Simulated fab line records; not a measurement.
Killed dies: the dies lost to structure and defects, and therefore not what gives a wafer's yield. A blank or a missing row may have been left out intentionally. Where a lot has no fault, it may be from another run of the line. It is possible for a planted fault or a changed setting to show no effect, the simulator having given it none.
Split-lot trial    flow n5_finfet    route with 1938 steps; 7 lots, 21 wafers read

ON THE SPLIT
At N5_GATE_CUT_EXPOSE_10 (exposes mask GATE CUT, target cd 20 nm), the setting dose_mj was moved away from the recipe's 43.25 on 9 of the 21 wafers read, by -7.4% to +5.3%. For the rest of the wafers, this setting stayed at what the recipe calls for.

FROM THE SPLIT TO THE READING: what the file shows between them, 2 steps
- N5_GATE_CUT_PEB_11: peb time 60 s
- N5_GATE_CUT_DEVELOP_12: develop time 30 s

THE READING
cd_nm (nm) at N5_GATE_CUT_CD_MEAS_13, where the cd target is 20 nm. A value of 20.0 nm with a standard deviation of 0.33 nm is what fault-free wafers of this fab line usually give.

wafer   tool, chamber at the split  dose_mj as run  against the recipe  cd_nm, nm  against lot-mates on the recipe
L075.2  euv_scanner-01, 0           43.25           recipe              20.1       -
L075.3  euv_scanner-01, 0           40.61           -6.1%               18.6       -1.7
L075.6  euv_scanner-01, 0           43.25           recipe              20.5       -
L083.1  euv_scanner-01, 0           40.04           -7.4%               18.9       no lot-mate on the recipe
L083.4  euv_scanner-01, 0           40.04           -7.4%               18.5       no lot-mate on the recipe
L083.5  euv_scanner-01, 0           40.04           -7.4%               18.4       no lot-mate on the recipe
L086.3  euv_scanner-01, 0           41.5            -4.0%               19.1       -0.5
L086.5  euv_scanner-01, 0           43.25           recipe              19.6       -
L086.6  euv_scanner-01, 0           41.5            -4.0%               19.0       -0.6
L087.2  euv_scanner-02, 0           43.25           recipe              19.7       -
L087.3  euv_scanner-02, 0           43.25           recipe              19.7       -
L087.6  euv_scanner-02, 0           41.73           -3.5%               19.3       -0.4
L091.2  euv_scanner-02, 0           41.44           -4.2%               19.3       -0.9
L091.3  euv_scanner-02, 0           43.25           recipe              20.4       -
L091.5  euv_scanner-02, 0           43.25           recipe              20.1       -
L093.2  euv_scanner-01, 0           43.25           recipe              19.9       -
L093.5  euv_scanner-01, 0           45.53           +5.3%               21.1       +1.3
L093.6  euv_scanner-01, 0           43.25           recipe              19.7       -
L095.2  euv_scanner-02, 0           43.25           recipe              19.6       -
L095.3  euv_scanner-02, 0           43.25           recipe              20.0       -
L095.6  euv_scanner-02, 0           43.25           recipe              20.1       -

THE FIT
A straight line over all 21 wafers: cd_nm changes by +0.195 nm for each +1% of dose_mj; r = +0.93; the points scatter about the line by 0.26 nm.
The same after taking each lot's own level away (the mean of its wafers on the recipe; 18 wafers): +0.218 nm for each +1%; r = +0.93; scatter 0.22 nm.
The reading moves by 1.6 nm for the largest change in dose_mj, on that fit.
Measured against the standard deviation above, the lots' own levels, which go from 19.60 to 20.30 nm, span 2.1 times it.
So the lot-to-lot level changes the slope: the two fits differ.
Check: for one of the wafers moved furthest among these (-6.1%), held out of the fit, the line's prediction against its lot-mates is -1.11 nm. It came out at -1.7 nm against them.

FURTHER SPLITS ON THESE WAFERS
Before the reading, these wafers also passed through other splits. Each is held against what the fit with the lots' levels taken away leaves over:
other split on the same wafers  wafers away from the commonest value  r with cd_nm (lot level and that fit taken away)
N5_GATE_CUT_COAT_27 spin_rpm    6                                     +0.07

THE WHOLE CHAIN: every reading that the file lists as answering this split, in the file's order
step                    what it does                                                        reading                                                          change (the file's fit)                r (the file's)
N5_GATE_CUT_CD_MEAS_13  target cd 20 nm                                                     cd_nm                                                            +0.219 nm for each +1% of the setting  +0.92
N5_GATE_CUT_DESCUM_18   chemistry O2, time 7 s                                              GATE_CUT.cd_nm (the simulator's own value, which no gauge read)  +0.214 nm for each +1% of the setting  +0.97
N5_GATE_CUT_ETCH_28     etches underlayer in N2/H2, target depth 13 nm, time 10.4 s         GATE_CUT.cd_nm (the simulator's own value, which no gauge read)  +0.241 nm for each +1% of the setting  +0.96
N5_GATE_CUT_ETCH_36     etches SiARC in CF4, target depth 13 nm, time 21.7 s                GATE_CUT.cd_nm (the simulator's own value, which no gauge read)  +0.224 nm for each +1% of the setting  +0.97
N5_GATE_CUT_ETCH_37     etches SOC in N2/H2, target depth 60 nm, overetch 12 nm, time 90 s  GATE_CUT.cd_nm (the simulator's own value, which no gauge read)  +0.205 nm for each +1% of the setting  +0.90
N5_GATE_CUT_ETCH_19     etches SiNx in CH3F/O2, target depth 53.7 nm, time 76.7 s           GATE_CUT.cd_nm (the simulator's own value, which no gauge read)  +0.193 nm for each +1% of the setting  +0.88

THE FILE'S OWN FIT
cd_nm changes by +0.219 nm for each +1% of dose_mj, r = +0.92.
